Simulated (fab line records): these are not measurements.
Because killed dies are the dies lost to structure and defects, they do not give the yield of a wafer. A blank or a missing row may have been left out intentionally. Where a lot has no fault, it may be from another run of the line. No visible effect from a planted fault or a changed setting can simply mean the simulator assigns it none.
The tool behind it: which one? :: flow nand_harc :: 11 lots, 33 wafers sampled, at 4 steps of a route of 1302

## WHAT EACH GAUGE READ, for each wafer
NHARC_A_ONON_D1_THK_MEAS_34: measures by ellipsometry.
lot: L663
measured: day 9 12:04
on: film_metro-01
thk_nm (nm): 198.0 194.6 199.2

lot: L664
measured: day 9 16:55
on: film_metro-02
thk_nm (nm): 199.4 196.6 199.1

lot: L666
measured: day 10 14:31
on: film_metro-02
thk_nm (nm): 199.2 197.0 201.9

lot: L668
measured: day 10 22:41
on: film_metro-01
thk_nm (nm): 204.8 226.1 201.1

lot: L669
measured: day 11 18:45
on: film_metro-02
thk_nm (nm): 197.6 223.2 226.0

lot: L676
measured: day 14 17:52
on: film_metro-02
thk_nm (nm): 200.1 204.5 199.7

lot: L678
measured: day 15 08:58
on: film_metro-02
thk_nm (nm): 200.0 199.9 199.4

lot: L679
measured: day 15 16:13
on: film_metro-02
thk_nm (nm): 198.1 197.9 200.8

lot: L681
measured: day 16 16:23
on: film_metro-01
thk_nm (nm): 199.9 195.5 203.5

lot: L683
measured: day 17 07:12
on: film_metro-02
thk_nm (nm): 200.2 202.9 201.2

lot: L684
measured: day 17 18:46
on: film_metro-02
thk_nm (nm): 200.5 196.2 202.4

## EACH LOT AND THE TOOL THAT RAN IT (in order: tool; ch and the chambers of the sampled wafers; start)
lot: L663
NHARC_A_ZERO_WELL_ETCH_19: rie_diel-12 ch 0,1, day 8 00:35
NHARC_A_ZERO_WELL_ETCH_13: rie_si-03 ch 0,1,3, day 8 00:43
NHARC_A_ONON_D1_DEP_33: pecvd-04 ch 0,1,2, day 9 11:40

lot: L664
NHARC_A_ZERO_WELL_ETCH_19: rie_diel-10 ch 0,2, day 8 05:46
NHARC_A_ZERO_WELL_ETCH_13: rie_si-05 ch 1,2,3, day 8 05:53
NHARC_A_ONON_D1_DEP_33: pecvd-04 ch 1,2, day 9 16:31

lot: L666
NHARC_A_ZERO_WELL_ETCH_19: rie_diel-10 ch 0,1,3, day 9 01:10
NHARC_A_ZERO_WELL_ETCH_13: rie_si-03 ch 0,1,3, day 9 01:17
NHARC_A_ONON_D1_DEP_33: pecvd-03 ch 1,2, day 10 14:06

lot: L668
NHARC_A_ZERO_WELL_ETCH_19: rie_diel-10 ch 0,1,3, day 9 14:02
NHARC_A_ZERO_WELL_ETCH_13: rie_si-03 ch 1,2,3, day 9 14:10
NHARC_A_ONON_D1_DEP_33: pecvd-03 ch 0,1,2, day 10 22:25

lot: L669
NHARC_A_ZERO_WELL_ETCH_19: rie_diel-10 ch 0,1,3, day 10 09:08
NHARC_A_ZERO_WELL_ETCH_13: rie_si-04 ch 0,1,3, day 10 09:16
NHARC_A_ONON_D1_DEP_33: pecvd-03 ch 0,1, day 11 18:23

lot: L676
NHARC_A_ZERO_WELL_ETCH_19: rie_diel-09 ch 0,3, day 13 03:13
NHARC_A_ZERO_WELL_ETCH_13: rie_si-04 ch 0,1, day 13 03:19
NHARC_A_ONON_D1_DEP_33: pecvd-02 ch 0,2, day 14 17:31

lot: L678
NHARC_A_ZERO_WELL_ETCH_19: rie_diel-09 ch 1,2, day 13 22:09
NHARC_A_ZERO_WELL_ETCH_13: rie_si-03 ch 0,2, day 13 22:16
NHARC_A_ONON_D1_DEP_33: pecvd-03 ch 0,2, day 15 08:32

lot: L679
NHARC_A_ZERO_WELL_ETCH_19: rie_diel-12 ch 0,1,3, day 14 02:26
NHARC_A_ZERO_WELL_ETCH_13: rie_si-04 ch 0,1,3, day 14 02:34
NHARC_A_ONON_D1_DEP_33: pecvd-03 ch 1,2, day 15 15:54

lot: L681
NHARC_A_ZERO_WELL_ETCH_19: rie_diel-10 ch 1,2,3, day 15 05:52
NHARC_A_ZERO_WELL_ETCH_13: rie_si-05 ch 0,2, day 15 05:59
NHARC_A_ONON_D1_DEP_33: pecvd-02 ch 0,1,2, day 16 16:04

lot: L683
NHARC_A_ZERO_WELL_ETCH_19: rie_diel-09 ch 2,3, day 15 23:01
NHARC_A_ZERO_WELL_ETCH_13: rie_si-04 ch 0,3, day 15 23:08
NHARC_A_ONON_D1_DEP_33: pecvd-03 ch 0,1, day 17 06:53

lot: L684
NHARC_A_ZERO_WELL_ETCH_19: rie_diel-10 ch 0,2,3, day 16 07:07
NHARC_A_ZERO_WELL_ETCH_13: rie_si-03 ch 0,3, day 16 07:13
NHARC_A_ONON_D1_DEP_33: pecvd-04 ch 0,1, day 17 18:20
- NHARC_A_ZERO_WELL_ETCH_19: etches the open film in N2/H2, target depth 80 nm, overetch 24 nm, time 87.88 s.
- NHARC_A_ZERO_WELL_ETCH_13: etches the open film in HBr/Cl2, target depth 120 nm, time 40.1 s.
- NHARC_A_ONON_D1_DEP_33: deposits SiO2, target thk 200 nm.

## THE ANSWER, worked out from the rows above alone
Rule: what is usual is taken from the lots themselves. The widest of any qualifying gaps counts: lots, ordered by their means at a reading, are off when they make up no more than a third of the lots, leave a main group of 4 or more, and stand apart from it by 3 or more times the standard deviation of that group's means. A main group is skipped when, at the precision printed for the reading in the tables above, its means are all equal. Also off: a lot with no number at a reading for which 4 or more lots have one. Any other lot the step has rows for is counted as sound.
Off: L668, L669, at NHARC_A_ONON_D1_THK_MEAS_34 (thk_nm). The main group has a mean of 199.5 nm with a standard deviation of 1.3.
If a tool, at a process step before that reading, ran all the lots that are off and no sound lot after the first of them, it fits. The gauges at NHARC_A_ONON_D1_THK_MEAS_34 are tried like those tools. No candidate that was tried fits.

## WHAT WAS PUT IN BY THE SIMULATOR
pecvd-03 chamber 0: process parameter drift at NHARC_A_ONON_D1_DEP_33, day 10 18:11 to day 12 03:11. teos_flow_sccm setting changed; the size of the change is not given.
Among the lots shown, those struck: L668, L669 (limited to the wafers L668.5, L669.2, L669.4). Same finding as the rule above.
